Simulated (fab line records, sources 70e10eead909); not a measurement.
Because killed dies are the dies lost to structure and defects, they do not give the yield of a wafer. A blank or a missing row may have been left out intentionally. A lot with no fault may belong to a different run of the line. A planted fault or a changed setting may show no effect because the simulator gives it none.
Check for tools in common	flow nand-harc	Sampled: 12 lots, 36 wafers

WHY IT WAS OPENED
Flagged at NHARC_P_M0_THK_MEAS_24: reading thk-nm, on 2 of 12 lots. No-fault wafers: 117.6 nm, standard deviation 1.3.
Rule: a lot gets a flag if all its wafers with a number sit over 4 standard deviations from that mean, or if no wafer of it has a number. The rest of the lots are taken to be sound.

lot	measured	on	thk-nm (nm), wafer by wafer	flag
L151	day 5 18:05	film-metro-02	116.9 116.6 115.7	
L150	day 6 05:08	film-metro-02	116.8 115.9 116.7	
L153	day 6 16:40	film-metro-01	118.0 117.6 118.1	
L152	day 6 17:14	film-metro-01	116.4 118.2 117.8	
L155	day 7 10:50	film-metro-01	111.8 109.4 108.7	FLAGGED
L160	day 8 15:25	film-metro-02	110.3 111.4 110.1	FLAGGED
L163	day 9 05:35	film-metro-01	116.3 116.5 114.9	
L164	day 9 19:17	film-metro-01	116.7 118.0 116.8	
L165	day 9 20:28	film-metro-02	116.0 117.9 116.6	
L166	day 10 02:34	film-metro-02	119.4 116.4 118.8	
L171	day 11 01:55	film-metro-01	115.5 116.9 118.2	
L173	day 11 13:19	film-metro-01	117.9 120.9 118.9	
The numbers of the flagged lots are 110.3 nm on average: -7.3 nm against the usual, or -6 standard deviations.

LOT BY LOT: THE TOOL USED
Before the reading, the record contains 3 process steps out of a 1159-step route. In each cell: the tool, then ch and the chambers that the sampled wafers went through, then the start.
lot	flag	NHARC_P_M0_DESCUM_14	NHARC_P_M0_PRE_CLEAN_29	NHARC_P_M0_CMP_23
L151		rie-diel-10 ch 0,2,3, day 5 15:47	pvd-sputter-03, day 5 17:47 or earlier	cmp-04 ch 1,2,3, day 5 17:47
L150		rie-diel-05 ch 0,1,3, day 6 02:47	pvd-sputter-01, day 6 04:50 or earlier	cmp-03 ch 0,3, day 6 04:50
L153		rie-diel-10 ch 1,2, day 6 14:20	pvd-sputter-02, day 6 16:21 or earlier	cmp-04 ch 0,3, day 6 16:21
L152		rie-diel-10 ch 0,1,3, day 6 14:55	pvd-sputter-01, day 6 16:55 or earlier	cmp-03 ch 2,3, day 6 16:55
L155	FLAGGED	rie-diel-10 ch 0,1,2, day 7 08:29	pvd-sputter-01, day 7 10:32 or earlier	cmp-03 ch 1,2,3, day 7 10:32
L160	FLAGGED	rie-diel-07 ch 1,2,3, day 8 13:06	pvd-sputter-03, day 8 15:08 or earlier	cmp-03 ch 2,3, day 8 15:08
L163		rie-diel-07 ch 0,1,2, day 9 03:14	pvd-sputter-01, day 9 05:14 or earlier	cmp-04 ch 2,3, day 9 05:14
L164		rie-diel-05 ch 0,2,3, day 9 16:46	pvd-sputter-01, day 9 18:59 or earlier	cmp-04 ch 0,2,3, day 9 18:59
L165		rie-diel-07 ch 0,1,2, day 9 18:04	pvd-sputter-03, day 9 20:13 or earlier	cmp-04 ch 0,1,3, day 9 20:13
L166		rie-diel-10 ch 0,1,2, day 10 00:12	pvd-sputter-03, day 10 02:14 or earlier	cmp-01 ch 1,2,3, day 10 02:14
L171		rie-diel-05 ch 0,1,2, day 10 23:36	pvd-sputter-02, day 11 01:36 or earlier	cmp-01 ch 1,2,3, day 11 01:36
L173		rie-diel-10 ch 1,2,3, day 11 10:59	pvd-sputter-02, day 11 13:02 or earlier	cmp-03 ch 0,2,3, day 11 13:02
What these steps do:
- NHARC_P_M0_DESCUM_14: chemistry O2, time 3 s.
- NHARC_P_M0_PRE_CLEAN_29: time 30 s.
- NHARC_P_M0_CMP_23: polishes, t overpolish 20 s, target thk 117.53 nm.
- NHARC_P_M0_THK_MEAS_24: measures by xrf.

FLAGGED AGAINST TOTAL, ONE TOOL AT A TIME (gauges that did the reading follow at the end)
step	tool	lots run	flagged	share of the flagged lots	sound lots run after its first flagged lot
NHARC_P_M0_DESCUM_14	rie-diel-05	3	0	none	-
NHARC_P_M0_DESCUM_14	rie-diel-07	3	1	some	2 (L163,L165)
NHARC_P_M0_DESCUM_14	rie-diel-10	6	1	some	2 (L166,L173)
NHARC_P_M0_PRE_CLEAN_29	pvd-sputter-01	5	1	some	2 (L163,L164)
NHARC_P_M0_PRE_CLEAN_29	pvd-sputter-02	3	0	none	-
NHARC_P_M0_PRE_CLEAN_29	pvd-sputter-03	4	1	some	2 (L165,L166)
NHARC_P_M0_CMP_23	cmp-01	2	0	none	-
NHARC_P_M0_CMP_23	cmp-03	5	2	all	1 (L173)
NHARC_P_M0_CMP_23	cmp-04	5	0	none	-
NHARC_P_M0_THK_MEAS_24	film-metro-01	7	1	some	4 (L163,L164,L171,L173)
NHARC_P_M0_THK_MEAS_24	film-metro-02	5	1	some	2 (L165,L166)
Because NHARC_P_M0_PRE_CLEAN_29 lacks a start for some lots, the hours and order of its lots are taken from NHARC_P_M0_CMP_23.

WHAT IS ALLOWED BY THE TABLE
All flagged lots share 1 row of the table, namely cmp-03 at NHARC_P_M0_CMP_23.
- cmp-03 at NHARC_P_M0_CMP_23 ran 5 lots, 2 of them flagged. Sound lots followed the first flagged one (L173) on it, something a lasting fault affecting the whole tool could not allow. Its own readings lie more than 4 standard deviations out on every wafer of the flagged lots: time-to-endpoint-s.
None of the table's rows ran every flagged lot and, after the first, no sound lot.

WHAT THE SIMULATOR HAD PUT IN
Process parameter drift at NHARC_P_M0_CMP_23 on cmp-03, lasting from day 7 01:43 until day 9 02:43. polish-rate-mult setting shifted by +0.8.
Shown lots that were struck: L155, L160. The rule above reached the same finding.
